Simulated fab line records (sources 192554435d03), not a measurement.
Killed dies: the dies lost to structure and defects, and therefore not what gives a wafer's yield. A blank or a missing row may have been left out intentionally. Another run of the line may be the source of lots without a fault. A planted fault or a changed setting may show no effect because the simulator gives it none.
Chamber matching | flow n5-finfet | rie-diel-03 running N5_WELL_APT_DESCUM_30: 4 sister chambers
The step chemistry O2, time 7.9 s. 8 wafers are shown with their chamber, then 8 later ones without.

== WAFERS PAIRED WITH THEIR CHAMBERS ==
wafer  | chamber | drypump-motor-current-A (A) | throttle-valve-pct (%)
L075.1 | 1       | 5.3                         | 20.57
L078.1 | 2       | 5.5                         | 20.42
L081.1 | 3       | 5.5                         | 20.16
L081.3 | 2       | 5.6                         | 20.45
L082.2 | 1       | 5.3                         | 20.16
L082.4 | 0       | 5.4                         | 20.52
L082.5 | 3       | 5.5                         | 20.17
L086.1 | 0       | 5.3                         | 20.52

== WAFERS WITHOUT THEIR CHAMBER ==
wafer  | drypump-motor-current-A (A) | throttle-valve-pct (%)
L086.2 | 5.5                         | 20.18
L086.4 | 5.6                         | 20.45
L088.2 | 5.6                         | 20.44
L088.3 | 5.4                         | 20.18
L088.5 | 5.4                         | 20.55
L093.2 | 5.5                         | 20.49
L093.3 | 5.5                         | 20.19
L093.5 | 5.6                         | 20.47

== THE CHAMBER EACH PASSED THROUGH ==
wafer  | from the rows above               | in truth
L086.2 | can't be placed: 3 or 2           | 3
L086.4 | can't be placed: 2 or 3           | 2
L088.2 | can't be placed: 2 or 3           | 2
L088.3 | can't be placed: 3 or 1 or 0 or 2 | 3
L088.5 | can't be placed: 0 or 1           | 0
L093.2 | can't be placed: 2 or 3 or 0      | 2
L093.3 | can't be placed: 3 or 2           | 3
L093.5 | can't be placed: 2 or 3           | 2
Correct placement for 0 of the 8. These rows do not allow placing 8 (true chamber among the candidates in 8). Placed wrongly: 0.
How it was worked out, from the rows above alone: a wafer's distance from a chamber is the root of the sum, over the readings, of the square of ((its reading less the chamber's mean) divided by the reading's scatter). If the next closest chamber is less than 2 further off than the closest, the wafer can't be placed; otherwise it belongs to the closest. Each chamber's mean is taken over the wafers shown for it. The scatter: take each reading less its chamber's mean, square it, sum over the shown wafers, divide by the number of wafers less the number of chambers, and take the root.
